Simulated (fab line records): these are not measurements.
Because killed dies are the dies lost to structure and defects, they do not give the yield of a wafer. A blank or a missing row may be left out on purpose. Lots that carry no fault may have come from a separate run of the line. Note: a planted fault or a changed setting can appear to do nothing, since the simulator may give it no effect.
Matching of chambers ; flow nand harc ; NHARC_A_M0_ETCH_34 on rie diel-10 has 4 sister chambers
The step etches the open film in N2/H2, target depth 40 nm, overetch 12 nm, time 43.94 s. 8 wafers are shown with their chamber, then 7 later ones without.

## WAFERS WITH THEIR CHAMBER
wafer;chamber;showerhead plenum p Torr (Torr);rf vpp V (V)
L074.3;3;2.20;433.7
L076.6;1;2.03;430.8
L081.2;2;2.04;429.3
L084.4;0;2.13;432.4
L084.5;0;2.12;435.0
L084.6;1;2.03;429.9
L089.1;3;2.19;435.3
L089.3;2;2.03;431.0

## WAFERS WITHOUT THEIR CHAMBER
wafer;showerhead plenum p Torr (Torr);rf vpp V (V)
L089.5;2.12;432.2
L091.2;2.12;432.7
L091.4;2.03;429.5
L091.5;2.03;430.9
L093.1;2.19;435.4
L093.4;2.03;430.4
L093.5;2.12;431.4

## WHICH CHAMBER EACH WENT THROUGH
wafer;from the rows above;in truth
L089.5;0;0
L091.2;0;0
L091.4;can't be placed: 1 or 2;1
L091.5;can't be placed: 1 or 2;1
L093.1;3;3
L093.4;can't be placed: 1 or 2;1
L093.5;0;0
Correct placement for 4 of the 7. From these rows, 3 cannot be placed; in 3 the true chamber is one of the candidates. 0 placed wrongly.
How it was worked out, from the rows above alone: a wafer's distance from a chamber is the root of the sum, over the readings, of the square of ((its reading less the chamber's mean) divided by the reading's scatter). If the next closest chamber is less than 2 further off than the closest, the wafer can't be placed; otherwise it belongs to the closest. The mean given for a chamber averages the wafers shown for that chamber. How the scatter is found: for the shown wafers, subtract from each reading the mean of its chamber, square and add these, divide the total by (wafers less chambers), then take the root.
